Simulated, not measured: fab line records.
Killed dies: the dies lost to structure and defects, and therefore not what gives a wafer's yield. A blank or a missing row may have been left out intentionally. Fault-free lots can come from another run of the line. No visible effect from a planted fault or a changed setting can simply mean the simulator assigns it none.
Struck lot and sound lot, side by side ; flow n5 finfet ; 37 steps out of a route of 1938
Sound: wafers L506.1, L506.4, L506.5. Wafers struck: L498.1, L498.4, L498.5. The cause is given at the end.
Each step with rows lists, per side, the tool, then ch with its chambers, then its first start. Under that, the readings that differ: sound wafers ; struck wafers ; difference of the means ; sigmas: that difference in standard deviations of wafers without a fault.
alike: same words and numbers on both sides, and readings whose means sit less than 2 such deviations apart. not compared: any withheld reading, any reading some wafer has no value for, any bound like >300 that may hide the same value, and any number with overlapping values for which the record gives no deviation.
The two part at a step that has a row with sigmas, a row that says differs or no value, or rows on one side only. Non-overlapping numbers with no deviation appear without sigmas and do not part them. A reading that every wafer of one side lacks parts them only if that side has two wafers or more.

first, 9 steps without rows for these wafers: N5_PASSIVATION_HMDS_03 (time 60 s); N5_PASSIVATION_COAT_04; N5_PASSIVATION_EBR_06; N5_PASSIVATION_SOFTBAKE_05 (time 90 s); N5_PASSIVATION_EXPOSE_07 (exposes mask TV, defocus 0 nm, target cd 3000 nm); N5_PASSIVATION_PEB_08; N5_PASSIVATION_DEVELOP_09 (develop time 60 s); N5_PASSIVATION_HARDBAKE_11 (time 120 s); N5_PASSIVATION_DESCUM_12 (chemistry O2, time 7.9 s).
N5_PASSIVATION_PASS_ETCH_74: etches SiNx in CF4/O2, target depth 220 nm, time 110 s.
  sound on rie diel-02 ch 1,2,3, day 19 23:23; struck on rie diel-06 ch 0,2, day 18 09:04
  alike: drypump motor current A, oes product au, rf vpp V, showerhead plenum p Torr, throttle valve pct
  not compared: rf hours counter h
then, 26 steps without rows for these wafers: N5_PASSIVATION_VIA_ETCH_13 (etches SiO2 in CHF3/O2, target depth 660 nm, time 330 s); N5_PASSIVATION_STRIP_14 (strips in O2); N5_PASSIVATION_ETCH_15 (etches SiCN in CF4/N2, target depth 75 nm, time 81.2 s); N5_PASSIVATION_STRIP_73 (strips in post etch residue remover, time 60 s); N5_PASSIVATION_SRD_17 (time 30 s, dry time 30 s); N5_PASSIVATION_DEGAS_18 (time 60 s); N5_PASSIVATION_PRE_CLEAN_19; N5_PASSIVATION_SPUTTER_20 (material TaN, target thk 50 nm); N5_PASSIVATION_AL_DEP_21 (deposits Al, target thk 2800 nm, time 170 s); N5_PASSIVATION_HMDS_23 (time 60 s); N5_PASSIVATION_COAT_24; N5_PASSIVATION_EBR_26; N5_PASSIVATION_SOFTBAKE_25 (time 90 s); N5_PASSIVATION_EXPOSE_27 (exposes mask PAD, defocus 0 nm); N5_PASSIVATION_PEB_28; N5_PASSIVATION_DEVELOP_29 (develop time 60 s); N5_PASSIVATION_HARDBAKE_31 (time 120 s); N5_PASSIVATION_DESCUM_32 (chemistry O2, time 7.9 s); N5_PASSIVATION_AL_ETCH_33 (etches Al in Cl2/BCl3, stops on TaN, target depth 2800 nm, time 466.7 s); N5_PASSIVATION_ETCH_59 (etches TaN in Cl2/BCl3, target depth 65 nm, time 34.9 s); N5_PASSIVATION_STRIP_34 (strips in O2); N5_PASSIVATION_STRIP_51 (strips in post etch residue remover, time 1200 s); N5_PASSIVATION_CLEAN_69 (cleans in IPA, time 180 s); N5_PASSIVATION_SRD_70 (time 30 s); N5_PASSIVATION_PECVD_53 (deposits SiO2 from TEOS/O2, target thk 800 nm, time 169.4 s); N5_PASSIVATION_PECVD_35 (deposits SiNx from SiH4/NH3/N2, target thk 700 nm, time 151.3 s).
N5_PASSIVATION_PROBE_49:
  record: rows for the struck wafers here (prober-01, day 18 15:39), none for the sound ones

== WHERE THEY PART ==
Only at N5_PASSIVATION_PROBE_49, within this record.

WHY: the cause the simulator had injected
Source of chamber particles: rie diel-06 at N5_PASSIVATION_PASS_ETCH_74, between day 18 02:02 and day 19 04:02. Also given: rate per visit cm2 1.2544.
